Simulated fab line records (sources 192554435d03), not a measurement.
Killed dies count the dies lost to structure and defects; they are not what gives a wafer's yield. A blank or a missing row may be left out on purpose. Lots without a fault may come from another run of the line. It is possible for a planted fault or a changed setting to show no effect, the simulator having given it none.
Problem report in the 8D (eight disciplines) form, filled by code -- flow n5-finfet -- the parts of the form that need people (team, actions taken, sign-off) are left out

1. WHAT WENT WRONG
Wafers free of any fault read 1.603 nm (standard deviation 0.017) for HK_THK at N5_HKMG_FIN_THK_MEAS_70, against a mean of 0.913 nm on 6 wafers of 2 lots. Relative to the usual mean, that is a shift of -41 standard deviations.
The step: measures by xrf.
Seen first at day 6 17:36 on film-metro-02, wafer L272.2. At this step, 37 wafers from 13 lots have a number in the record. The rule behind "out" and "out of limits": a value lying over 4 standard deviations away from the usual mean. The other wafers with a number count as sound.

2. WHAT THIS IS AND IS NOT
question,is,is not
which readings at this step,HK_THK,-
which lots,"L272, L275","L263, L264, L265, L266, L267, L268, L269, L273, L278, L284, L285"
which wafers of those lots,all that have a number,-
read on which gauges,"film-metro-01, film-metro-02",-
when,from day 6 17:36,"up to then (20 sound wafers); but 11 sound wafers of L273, L278, L284, L285 came after"

3. THE SUSPECTS, EACH WITH WHAT RULES IT OUT
Counting: a tool stays on the suspect list if, at a process step up to the reading, it processed all lots that are out and no sound lot following the first of them.
- the gauge at N5_HKMG_FIN_THK_MEAS_70 is ruled out. 2 gauges (film-metro-01, film-metro-02) read the wafers that are out.
- ald-hk-03 at N5_HKMG_FIN_HK_ALD_01 (deposits HfO2, target thk 1.6 nm, pulse time 3 s, purge time 3 s): ruled out as a lasting fault. Following L272 (day 6 13:56), the first lot on it that is out, the sound lots L284, L285 were run on it.
Left after counting: nothing in the record.

4. THE CAUSE (what the simulator had put in)
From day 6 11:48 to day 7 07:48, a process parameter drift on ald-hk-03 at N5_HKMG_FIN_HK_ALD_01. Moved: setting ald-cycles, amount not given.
The count ruled it out by mistake, since the rule takes a fault to strike every lot its tool runs from the start of the fault on, and this one did not do so.

5. SEQUENCE OF EFFECTS, ordered by route
Rows list readings where the struck wafers' mean (over those with a number) sits beyond 3 standard deviations from the usual. Readings are gone through only where the record gives a usual standard deviation; hours: the median, over the lots, of the time from a lot's start at the first step in this table giving one to that lot's start at this step; sigmas: the change measured in usual standard deviations.
hours,step,reading,usual,on struck wafers,change,sigmas
0,N5_HKMG_FIN_THK_MEAS_70,HK_THK,1.603 nm,0.913,-0.690,-41

6. WHAT WOULD HAVE CAUGHT IT SOONER
Counted from the fault's start at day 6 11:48, it took 6 hours until the first out-of-limits reading at a measuring or inspecting step in this record, taken at day 6 17:36.
An alarm limit of 4 standard deviations would not have fired on the tool readings at N5_HKMG_FIN_HK_ALD_01 for which the record gives a usual standard deviation, since none of them was out on any struck wafer.
